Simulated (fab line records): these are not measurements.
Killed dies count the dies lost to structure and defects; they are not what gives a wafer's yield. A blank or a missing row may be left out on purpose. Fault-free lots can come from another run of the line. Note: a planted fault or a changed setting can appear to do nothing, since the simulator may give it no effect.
fab line records -- flow n5_finfet
record lots=5, wafers=15, last_day=17
route steps=1938 shown BEOL_M7@1269
lots that met no fault: from a run of the same line without faults
start_h: hours from the record's opening day to when the first of the lot's shown wafers began -- wait_h: how many hours have passed since the lot's step before this one -- " identical to the entry in the row above -- L1.1+2: a single row standing in for several wafers -- - no value, or no start was given -- * or withheld: withheld -- < > ~ a bound
route shown NAME@n: names a module that has steps shown in the file, with the first one's number in the route -- usual: mean/standard deviation of fault-free wafers -- same: alike in all rows -- chamber/n: place in a boat -- sites: each site's reading -- _std_site: the values' standard deviation -- _edge_site: the outer-site mean with the inner-site mean subtracted -- radius_mm: for every site, how far away it sits from the centre of the wafer -- mask NAME#n: copy n -- behind: the most recent tool/chamber to have shaped the wafer -- hold: why the lot went on hold/how many hours it stayed there/how the hold came to an end -- device: which transistor (n, p or np) failed to switch -- end of line: at the end of the route, the tests of the same wafers -- for a step that has no rows: nothing shown but its recipe -- killed: the dies lost at the first sort to structure and to defects; this is not the yield of the wafer -- map: dies across one wafer; x = killed, . = not, _ = none there
set.NAME: setting as actually run; set.NAME@STEP: the setting as run at that earlier step -- model.NAME: the simulator's own value behind a step, which no gauge read
a table for each step, a row for each wafer; lots at some steps of the route
services: a tool's chamber out of use, with start hour (start_h, from the record's first day; less than 0 if before it), hours out, and reason
## steps
# step N5_BEOL_M7_COAT_60
# recipe resist=SiARC, temp_c=220, time_s=60, spin_rpm=1500, resist_thk_nm=35
# step N5_BEOL_M7_COAT_05
# recipe resist=CAR-ArF, spin_rpm=1500, resist_thk_nm=90
# step N5_BEOL_M7_EBR_07
# recipe solvent=PGMEA, ebr_width_mm=1.5
# step N5_BEOL_M7_SOFTBAKE_06
# recipe temp_c=110, time_s=60, resist=CAR-ArF
# step N5_BEOL_M7_EXPOSE_08
# recipe mask_id=M7, na=1.35, source_shape=dipole, sigma_inner=0.817, sigma_outer=0.97, polarization=te, dose_mj=68.25
# step N5_BEOL_M7_PEB_09
# recipe peb_temp_c=withheld, peb_time_s=60, resist=CAR-ArF
# step N5_BEOL_M7_DEVELOP_10
# recipe develop_time_s=30, developer=TMAH, resist=CAR-ArF, rinse_liquid=diw, dry=air_spin, dev_temp_c=23
# step N5_BEOL_M7_CD_MEAS_11
# recipe target_cd_nm=38.5, landing_energy_ev=500, detector=se_inlens, polarity=opening
# usual cd_nm=38.6/0.38
lot.wafer,tool,chamber,start_h,wait_h,cd_nm
L377.1,cd_sem-01,0,187.13,-,39.0
L377.4,cd_sem-01,0,187.13,-,38.1
L377.6,cd_sem-01,0,187.13,-,38.2
L380.1,cd_sem-03,0,213.40,-,38.0
L380.3,cd_sem-03,0,213.40,-,38.3
L380.6,cd_sem-03,0,213.40,-,38.1
L391.2,cd_sem-03,0,288.30,-,38.1
L391.4,cd_sem-03,0,288.30,-,38.7
L391.6,cd_sem-03,0,288.30,-,39.1
L396.2,cd_sem-03,0,313.64,-,39.0
L396.4,cd_sem-03,0,313.64,-,39.2
L396.5,cd_sem-03,0,313.64,-,39.3
L398.3,cd_sem-02,0,322.26,-,38.8
L398.4,cd_sem-02,0,322.26,-,38.7
L398.6,cd_sem-02,0,322.26,-,38.5
# step N5_BEOL_M7_OVL_MEAS_12
# recipe points_per_wafer=44
# usual M7_OVL=0.2/0.85
lot.wafer,tool,chamber,start_h,wait_h,M7_OVL[nm]
L377.1,overlay-02,0,187.16,0.0,-1.7
L377.4,overlay-02,0,187.16,0.0,-0.7
L377.6,overlay-02,0,187.16,0.0,0.5
L380.1,overlay-01,0,213.43,0.0,0.3
L380.3,overlay-01,0,213.43,0.0,1.6
L380.6,overlay-01,0,213.43,0.0,0.7
L391.2,overlay-01,0,288.33,0.0,1.1
L391.4,overlay-01,0,288.33,0.0,0.9
L391.6,overlay-01,0,288.33,0.0,1.6
L396.2,overlay-02,0,313.67,0.0,0.2
L396.4,overlay-02,0,313.67,0.0,1.4
L396.5,overlay-02,0,313.67,0.0,0.6
L398.3,overlay-02,0,322.29,0.0,0.5
L398.4,overlay-02,0,322.29,0.0,-0.6
L398.6,overlay-02,0,322.29,0.0,-0.5
# step N5_BEOL_M7_INSPECT_13
# recipe mode=adi, inspect_instrument=brightfield
# usual raw_defect_count=393/99
lot.wafer,tool,chamber,start_h,wait_h,raw_defect_count
L377.1,defect_inspect-01,-,187.19,0.0,436
L377.4,defect_inspect-01,-,187.19,0.0,310
L377.6,defect_inspect-01,-,187.19,0.0,380
L380.1,defect_inspect-01,-,213.46,0.0,301
L380.3,defect_inspect-01,-,213.46,0.0,328
L380.6,defect_inspect-01,-,213.46,0.0,277
L391.2,defect_inspect-01,-,288.35,0.0,387
L391.4,defect_inspect-01,-,288.35,0.0,327
L391.6,defect_inspect-01,-,288.35,0.0,361
L396.2,defect_inspect-02,-,313.69,0.0,498
L396.4,defect_inspect-02,-,313.69,0.0,461
L396.5,defect_inspect-02,-,313.69,0.0,396
L398.3,defect_inspect-02,-,322.31,0.0,388
L398.4,defect_inspect-02,-,322.31,0.0,507
L398.6,defect_inspect-02,-,322.31,0.0,435
# step N5_BEOL_M7_DESCUM_16
# recipe chemistry=O2, time_s=7.9, source_power_w=50, bias_power_w=20, pressure_mtorr=20, rf_frequency_hz=2.712e+07, temp_c=40, resist=CAR-ArF, o2_flow_sccm=225
# usual drypump_motor_current_A=5.8/0.39, oes_product_au=0.75/0.056, rf_fwd_power_W=49.46/0.16, rf_vpp_V=243.5/1.2, showerhead_plenum_p_Torr=2.11/0.055, throttle_valve_pct=20.49/0.13
lot.wafer,tool,chamber,start_h,wait_h,drypump_motor_current_A,oes_product_au,rf_fwd_power_W,rf_hours_counter_h,rf_vpp_V,showerhead_plenum_p_Torr,throttle_valve_pct
L377.1,rie_diel-05,0,187.29,0.1,5.2,0.81,49.67,88,244.9,2.11,20.62
L377.4,rie_diel-05,3,187.29,0.1,5.7,0.85,49.57,53,244.8,2.21,20.38
L377.6,rie_diel-05,3,187.29,0.1,5.7,0.86,49.39,-,244.6,2.21,20.38
L380.1,rie_diel-03,3,213.56,0.1,5.6,0.70,49.41,219,243.8,2.07,20.54
L380.3,rie_diel-03,2,213.56,0.1,5.4,0.74,49.65,190,242.7,2.08,20.29
L380.6,rie_diel-03,1,213.56,0.1,6.1,0.87,49.20,-,241.4,2.05,20.34
L391.2,rie_diel-05,1,288.66,0.3,5.8,0.71,49.50,199,245.6,2.17,20.55
L391.4,rie_diel-05,3,288.66,0.3,5.7,0.81,49.18,83,245.7,2.20,20.44
L391.6,rie_diel-05,2,288.66,0.3,5.7,0.70,49.78,-,244.0,2.15,20.70
L396.2,rie_diel-04,1,313.73,0.0,6.2,0.73,49.52,184,243.2,2.08,20.69
L396.4,rie_diel-04,3,313.73,0.0,6.5,0.69,49.55,207,243.1,2.08,20.48
L396.5,rie_diel-04,0,313.73,0.0,5.5,0.81,49.47,-,243.8,2.21,20.34
L398.3,rie_diel-03,3,322.34,0.0,5.6,0.67,49.49,247,241.7,2.06,20.59
L398.4,rie_diel-03,1,322.34,0.0,6.0,0.83,49.40,75,242.7,2.04,20.37
L398.6,rie_diel-03,0,322.34,0.0,6.3,0.71,49.66,-,243.2,2.05,20.47
# step N5_BEOL_M7_ETCH_61
# recipe chemistry=CF4, target=SiARC, target_depth_a=455, mask_material=CAR-ArF, time_s=75.8, ion_energy_ev=80, pressure_mtorr=40, source_w=545, bias_w=36, Ar_flow_sccm=100, cf4_flow_sccm=100, ends=cleared
# usual drypump_motor_current_A=5.8/0.38, etch_rf_on_time_s=75.5/1.3, oes_product_au=0.64/0.049, rf_fwd_power_W=540.2/2, rf_vpp_V=184.2/1, showerhead_plenum_p_Torr=2.15/0.053, throttle_valve_pct=15.68/0.16
lot.wafer,tool,chamber,start_h,wait_h,drypump_motor_current_A,etch_rf_on_time_s,oes_product_au,rf_fwd_power_W,rf_hours_counter_h,rf_vpp_V,showerhead_plenum_p_Torr,throttle_valve_pct
L377.1,rie_diel-05,0,187.32,0.0,5.3,76.8,0.68,541.5,88,184.4,2.16,15.76
L377.4,rie_diel-05,3,187.32,0.0,5.7,74.3,0.73,537.9,53,184.9,2.25,15.53
L377.6,rie_diel-05,3,187.32,0.0,5.7,73.7,0.73,535.4,-,185.2,2.25,15.52
L380.1,rie_diel-03,3,213.60,0.0,5.6,76.0,0.59,540.4,219,184.3,2.11,15.77
L380.3,rie_diel-03,2,213.60,0.0,5.5,74.7,0.63,541.2,190,183.9,2.13,15.50
L380.6,rie_diel-03,1,213.60,0.0,6.0,73.7,0.74,539.5,-,182.8,2.09,15.43
L391.2,rie_diel-05,1,288.70,0.0,5.8,76.6,0.60,535.7,199,184.5,2.21,15.75
L391.4,rie_diel-05,3,288.70,0.0,5.7,74.6,0.69,538.0,83,185.6,2.24,15.61
L391.6,rie_diel-05,2,288.70,0.0,5.7,76.9,0.60,545.0,-,183.4,2.20,15.93
L396.2,rie_diel-04,1,313.76,0.0,6.2,77.0,0.62,541.3,184,183.8,2.13,15.87
L396.4,rie_diel-04,3,313.76,0.0,6.5,77.6,0.58,541.0,207,182.7,2.12,15.64
L396.5,rie_diel-04,0,313.76,0.0,5.4,75.0,0.69,536.6,-,185.9,2.24,15.46
L398.3,rie_diel-03,3,322.38,0.0,5.6,75.6,0.57,541.6,247,183.8,2.11,15.83
L398.4,rie_diel-03,1,322.38,0.0,6.0,72.9,0.71,543.6,75,182.7,2.08,15.48
L398.6,rie_diel-03,0,322.38,0.0,6.4,75.1,0.60,542.8,-,182.6,2.11,15.77
# step N5_BEOL_M7_ETCH_62
# recipe chemistry=N2/H2, target=SOC, target_depth_a=1100, overetch_a=220, mask_material=SiARC, temp_c=40, time_s=165, ion_energy_ev=200, pressure_mtorr=30, source_w=840, bias_w=150, n2_flow_sccm=200, h2_flow_sccm=200
# usual drypump_motor_current_A=5.8/0.38, h2_flow_sccm=200.0/0.56, n2_flow_sccm=200.0/0.6, oes_product_au=0.64/0.044, rf_fwd_power_W=837.6/2.6, rf_vpp_V=524.4/2.1, showerhead_plenum_p_Torr=2.56/0.07, throttle_valve_pct=17.93/0.15
lot.wafer,tool,chamber,start_h,wait_h,drypump_motor_current_A,h2_flow_sccm,n2_flow_sccm,oes_product_au,rf_fwd_power_W,rf_hours_counter_h,rf_vpp_V,showerhead_plenum_p_Torr,throttle_valve_pct,model.SiARC_of_BEOL_M7_COAT_60.thk_nm,model.BEOL_M7.cd_offset_nm
L377.1,rie_diel-05,0,187.38,0.0,5.2,201.0,200.1,0.68,837.8,88,524.7,2.57,18.15,28.4,0
L377.4,rie_diel-05,3,187.38,0.0,5.7,200.1,199.8,0.71,837.3,53,527.8,2.70,17.87,28.2,-0.4
L377.6,rie_diel-05,3,187.38,0.0,5.7,200.2,199.7,0.71,839.9,-,527.1,2.70,17.86,28.2,-0.4
L380.1,rie_diel-03,3,213.65,0.0,5.6,200.3,199.6,0.59,839.0,219,524.2,2.51,17.96,28.2,-0.4
L380.3,rie_diel-03,2,213.65,0.0,5.5,200.1,199.4,0.62,835.4,190,522.7,2.52,17.71,28.4,0
L380.6,rie_diel-03,1,213.65,0.0,6.1,200.2,199.6,0.72,838.9,-,522.0,2.48,17.79,28.2,-0.2
L391.2,rie_diel-05,1,288.75,0.0,5.8,200.2,199.2,0.60,837.3,199,526.0,2.63,17.95,25.8,1.4
L391.4,rie_diel-05,3,288.75,0.0,5.8,199.8,199.8,0.69,837.9,83,529.3,2.69,17.91,25.4,1.2
L391.6,rie_diel-05,2,288.75,0.0,5.7,199.7,198.8,0.60,834.1,-,525.4,2.61,18.11,25.8,1.8
L396.2,rie_diel-04,1,313.82,0.0,6.2,200.1,200.2,0.62,837.5,184,521.8,2.53,18.12,28.6,0.8
L396.4,rie_diel-04,3,313.82,0.0,6.5,200.0,199.0,0.58,838.4,207,522.3,2.52,17.86,28.6,0.6
L396.5,rie_diel-04,0,313.82,0.0,5.5,199.2,200.3,0.68,832.3,-,528.0,2.68,17.69,28.4,0.6
L398.3,rie_diel-03,3,322.43,0.0,5.6,200.2,200.8,0.57,837.9,247,522.1,2.50,18.02,28.2,-0.4
L398.4,rie_diel-03,1,322.43,0.0,6.1,199.9,199.9,0.70,842.2,75,522.8,2.47,17.84,28,0.2
L398.6,rie_diel-03,0,322.43,0.0,6.4,199.7,199.5,0.60,838.2,-,521.6,2.49,17.89,28.2,-0.2
# step N5_BEOL_M7_STRIP_68
# recipe chemistry=N2/H2, temp_c=40, n2_flow_sccm=200, h2_flow_sccm=200, rf_frequency_hz=6e+07
# step N5_BEOL_M7_STRIP_67
# recipe chemistry=CF4, resist=SiARC, power_w=300, bias_power_w=75, pressure_mtorr=50, cf4_flow_sccm=150, rf_frequency_hz=6e+07
# usual drypump_motor_current_A=5.8/0.39, oes_product_au=0.75/0.051, rf_vpp_V=271.3/1.4, showerhead_plenum_p_Torr=1.81/0.043, throttle_valve_pct=13.67/0.16
lot.wafer,tool,chamber,start_h,wait_h,drypump_motor_current_A,oes_product_au,rf_hours_counter_h,rf_vpp_V,showerhead_plenum_p_Torr,throttle_valve_pct
L377.1,rie_diel-05,0,187.53,0.0,5.2,0.81,88,271.3,1.81,13.70
L377.4,rie_diel-05,3,187.53,0.0,5.7,0.84,53,271.4,1.88,13.48
L377.6,rie_diel-05,3,187.53,0.0,5.7,0.84,-,274.0,1.88,13.48
L380.1,rie_diel-03,3,213.80,0.0,5.6,0.69,219,269.2,1.77,13.77
L380.3,rie_diel-03,2,213.80,0.0,5.5,0.74,190,269.1,1.78,13.52
L380.6,rie_diel-03,1,213.80,0.0,6.0,0.85,-,268.7,1.76,13.40
L391.2,rie_diel-05,1,288.90,0.0,5.8,0.71,199,270.7,1.85,13.75
L391.4,rie_diel-05,3,288.90,0.0,5.8,0.81,83,271.6,1.87,13.54
L391.6,rie_diel-05,2,288.90,0.0,5.7,0.71,-,272.4,1.85,13.95
L396.2,rie_diel-04,1,313.96,0.0,6.2,0.73,184,270.3,1.79,13.84
L396.4,rie_diel-04,3,313.96,0.0,6.4,0.70,207,270.7,1.77,13.62
L396.5,rie_diel-04,0,313.96,0.0,5.4,0.80,-,272.3,1.88,13.43
L398.3,rie_diel-03,3,322.58,0.0,5.6,0.67,247,268.7,1.76,13.84
L398.4,rie_diel-03,1,322.58,0.0,6.0,0.82,75,270.5,1.75,13.47
L398.6,rie_diel-03,0,322.58,0.0,6.3,0.71,-,270.4,1.77,13.78
# step N5_BEOL_M7_HM_OPEN_17
# recipe chemistry=Cl2/BCl3, target_depth_a=200, overetch_a=60, target=TiN, mask_material=SOC, ion_energy_ev=150, pressure_mtorr=10, icp_w=1000, bias_w=126, Cl2_flow_sccm=53.25, bcl3_flow_sccm=21.75, Ar_flow_sccm=25
# usual drypump_motor_current_A=5.7/0.33, oes_product_au=0.66/0.08, rf_fwd_power_W=992/3.2, throttle_valve_pct=22.22/0.3
lot.wafer,tool,chamber,start_h,wait_h,drypump_motor_current_A,oes_product_au,rf_fwd_power_W,rf_hours_counter_h,throttle_valve_pct,model.BEOL_M7.cd_offset_nm
L377.1,rie_metal-03,1,187.57,0.0,5.4,0.81,996,2,21.69,0
L377.4,rie_metal-03,1,187.57,0.0,5.4,0.82,996,-,21.68,-0.2
L377.6,rie_metal-03,1,187.57,0.0,5.4,0.82,992,-,21.68,-0.4
L380.1,rie_metal-02,1,213.84,0.0,5.9,0.61,988,70,22.35,-0.4
L380.3,rie_metal-02,1,213.84,0.0,5.9,0.61,990,-,22.35,0
L380.6,rie_metal-02,1,213.84,0.0,5.9,0.62,987,-,22.34,0
L391.2,rie_metal-03,1,288.94,0.0,5.4,0.75,992,12,21.71,1.4
L391.4,rie_metal-03,0,288.94,0.0,6.3,0.64,989,-,22.29,1.2
L391.6,rie_metal-03,1,288.94,0.0,5.4,0.75,993,-,21.71,1.6
L396.2,rie_metal-02,1,314.00,0.0,5.9,0.59,992,79,22.39,0.6
L396.4,rie_metal-02,0,314.00,0.0,5.3,0.78,990,-,21.99,0.6
L396.5,rie_metal-02,1,314.00,0.0,5.9,0.59,993,-,22.36,0.6
L398.3,rie_metal-02,0,322.65,0.1,5.3,0.77,993,-,22.01,-0.2
L398.4,rie_metal-02,1,322.65,0.1,5.9,0.59,985,-,22.38,0.2
L398.6,rie_metal-02,0,322.65,0.1,5.3,0.78,991,-,21.98,-0.2
# step N5_BEOL_M7_STRIP_19
# recipe chemistry=O2, power_w=400, temp_c=40, pressure_mtorr=30, rf_frequency_hz=6e+07, bias_power_w=0, overash_fraction=0.2, o2_flow_sccm=225
# usual drypump_motor_current_A=5.9/0.42, oes_product_au=0.75/0.053, rf_vpp_V=3.7/0.53, showerhead_plenum_p_Torr=2.12/0.056, throttle_valve_pct=16.75/0.14
lot.wafer,tool,chamber,start_h,wait_h,drypump_motor_current_A,oes_product_au,rf_hours_counter_h,rf_vpp_V,showerhead_plenum_p_Torr,throttle_valve_pct
L377.1,rie_diel-05,2,187.68,0.1,5.7,0.72,201,3.4,2.16,16.91
L377.4,rie_diel-05,0,187.68,0.1,5.2,0.79,88,4.0,2.11,16.82
L377.6,rie_diel-05,3,187.68,0.1,5.7,0.85,-,3.5,2.21,16.61
L380.1,rie_diel-04,0,213.96,0.1,5.4,0.83,73,4.3,2.22,16.52
L380.3,rie_diel-04,3,213.96,0.1,6.5,0.70,184,3.5,2.09,16.68
L380.6,rie_diel-04,0,213.96,0.1,5.5,0.83,-,4.4,2.22,16.50
L391.2,rie_diel-04,0,289.10,0.1,5.4,0.82,94,2.9,2.21,16.56
L391.4,rie_diel-04,3,289.10,0.1,6.4,0.69,201,3.8,2.09,16.72
L391.6,rie_diel-04,3,289.10,0.1,6.4,0.69,-,3.2,2.09,16.74
L396.2,rie_diel-04,0,314.11,0.1,5.4,0.81,99,3.7,2.21,16.55
L396.4,rie_diel-04,1,314.11,0.1,6.1,0.73,184,3.3,2.09,16.93
L396.5,rie_diel-04,3,314.11,0.1,6.4,0.68,-,3.5,2.08,16.75
L398.3,rie_diel-05,0,322.78,0.1,5.2,0.76,129,3.9,2.10,16.89
L398.4,rie_diel-05,1,322.78,0.1,5.8,0.70,209,3.4,2.17,16.84
L398.6,rie_diel-05,3,322.78,0.1,5.7,0.81,-,3.8,2.20,16.70
# step N5_BEOL_M7_CD_MEAS_18
# recipe pitch_nm=80, target_cd_nm=40
# usual cd_nm=40.1/0.44
lot.wafer,tool,chamber,start_h,wait_h,cd_nm
L377.1,cd_sem-01,-,187.75,0.0,40.0
L377.4,cd_sem-01,-,187.75,0.0,39.9
L377.6,cd_sem-01,-,187.75,0.0,39.2
L380.1,cd_sem-03,-,214.03,0.0,39.7
L380.3,cd_sem-03,-,214.03,0.0,40.1
L380.6,cd_sem-03,-,214.03,0.0,40.1
L391.2,cd_sem-03,-,289.17,0.1,41.4
L391.4,cd_sem-03,-,289.17,0.1,41.2
L391.6,cd_sem-03,-,289.17,0.1,41.6
L396.2,cd_sem-03,-,314.19,0.1,40.5
L396.4,cd_sem-03,-,314.19,0.1,40.4
L396.5,cd_sem-03,-,314.19,0.1,40.6
L398.3,cd_sem-02,-,322.85,0.1,40.0
L398.4,cd_sem-02,-,322.85,0.1,40.6
L398.6,cd_sem-02,-,322.85,0.1,39.6
# step N5_BEOL_M7_COAT_63
# recipe resist=SOC, temp_c=250, time_s=60, spin_rpm=1500, resist_thk_nm=60
## services
tool,chamber,start_h,hours,kind
rie_metal-02,0,217.34,-,clean
rie_metal-02,0,217.34,20.8,scheduled_down
rie_metal-02,0,217.34,20.8,vent_cycle
rie_diel-03,1,235.73,2.8,repair
rie_diel-03,-,252.66,2.8,pm
rie_diel-04,3,264.39,11.2,repair
rie_metal-03,-,265.67,0.1,repair
rie_diel-04,0,290.08,9.8,repair
rie_metal-02,-,291.07,2.8,pm
rie_diel-03,3,308.45,5.8,repair
## key
first_sign step=N5_BEOL_M7_CD_MEAS_18, reading=cd_nm, direction=up, sigmas=3, usual=40.1, struck=41.4
effect none on later readings
model_effect step=N5_BEOL_M7_ETCH_62, value=SiARC_of_BEOL_M7_COAT_60.thk_nm, without=28.33, struck=25.67
model_effect step=N5_BEOL_M7_HM_OPEN_17, value=BEOL_M7.cd_offset_nm, without=0.06667, struck=1.4
met_at N5_BEOL_M7_ETCH_62
struck_wafers L391.2,L391.4,L391.6
onset_between 187.38 288.75
also_fits N5_BEOL_M7_DESCUM_16:rie_diel-05,N5_BEOL_M7_ETCH_61:rie_diel-05,N5_BEOL_M7_STRIP_67:rie_diel-05,N5_BEOL_M7_HM_OPEN_17:rie_metal-03
fault kind=process_parameter_drift, tool=rie_diel-05, chamber=-, onset_h=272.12, steps=N5_BEOL_M7_ETCH_62, channel=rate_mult, offset=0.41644, shape=step, end_h=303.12
